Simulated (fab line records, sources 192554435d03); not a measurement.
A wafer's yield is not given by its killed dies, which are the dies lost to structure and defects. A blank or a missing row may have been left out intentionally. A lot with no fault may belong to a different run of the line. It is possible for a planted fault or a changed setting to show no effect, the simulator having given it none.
2 desks looking at one fault + flow n5-finfet + each desk has only its own numbers; what lay behind them comes last

== TOOL OWNER'S DESK, pvd-sputter-03 ==
The tool's own readings at N5_BEOL_M14_SPUTTER_43 (material TaN, target thk 15 nm, time 24.19 s): means of the sampled wafers that have a number, for each lot that ran on this tool. The brackets show how far a lot's mean lies from the usual mean; more than 4 standard deviations puts the lot out of limits, marked OUT.
Columns: A = bias-v at N5_BEOL_M14_SPUTTER_43, usual 168.5 V; B = throttle-valve-pct at N5_BEOL_M14_SPUTTER_43, usual 29.5 %
| lot  | first seen here | A     | B    |
|------|-----------------|-------|------|
| L259 | day 14 08:58    | 168.8 | 29.7 |
| L268 | day 16 03:52    | 169.4 | 29.8 |
| L271 | day 16 19:46    | 168.1 | 29.8 |
This desk's finding: nothing out of limits on any of the 3 lots.

== FROM THE METROLOGY DESK ==
What the gauges read, lot by lot, whatever tool the lot ran on: means of the sampled wafers that have a number. The brackets show how far a lot's mean lies from the usual mean; more than 4 standard deviations puts the lot out of limits, marked OUT.
Columns: A = cd-nm at N5_PASSIVATION_CD_MEAS_44, usual 40002 nm
| lot  | first seen here | A     |
|------|-----------------|-------|
| L255 | day 12 23:59    | 40000 |
| L257 | day 13 09:40    | 40002 |
| L254 | day 13 17:58    | 40001 |
| L256 | day 13 19:17    | 40002 |
| L262 | day 14 13:13    | 40001 |
| L258 | day 15 01:28    | 39999 |
| L259 | day 15 05:53    | 40002 |
| L268 | day 16 22:34    | 40003 |
| L271 | day 17 15:10    | 40001 |
| L275 | day 17 19:40    | 40003 |
| L273 | day 17 23:04    | 40005 |
This desk's finding: nothing out of limits on any of the 11 lots.

== ALL TOGETHER ==
The desk of the tool owner found nothing out of limits.
The metrology desk saw nothing out of limits.

== WHAT THE SIMULATOR PUT IN ==
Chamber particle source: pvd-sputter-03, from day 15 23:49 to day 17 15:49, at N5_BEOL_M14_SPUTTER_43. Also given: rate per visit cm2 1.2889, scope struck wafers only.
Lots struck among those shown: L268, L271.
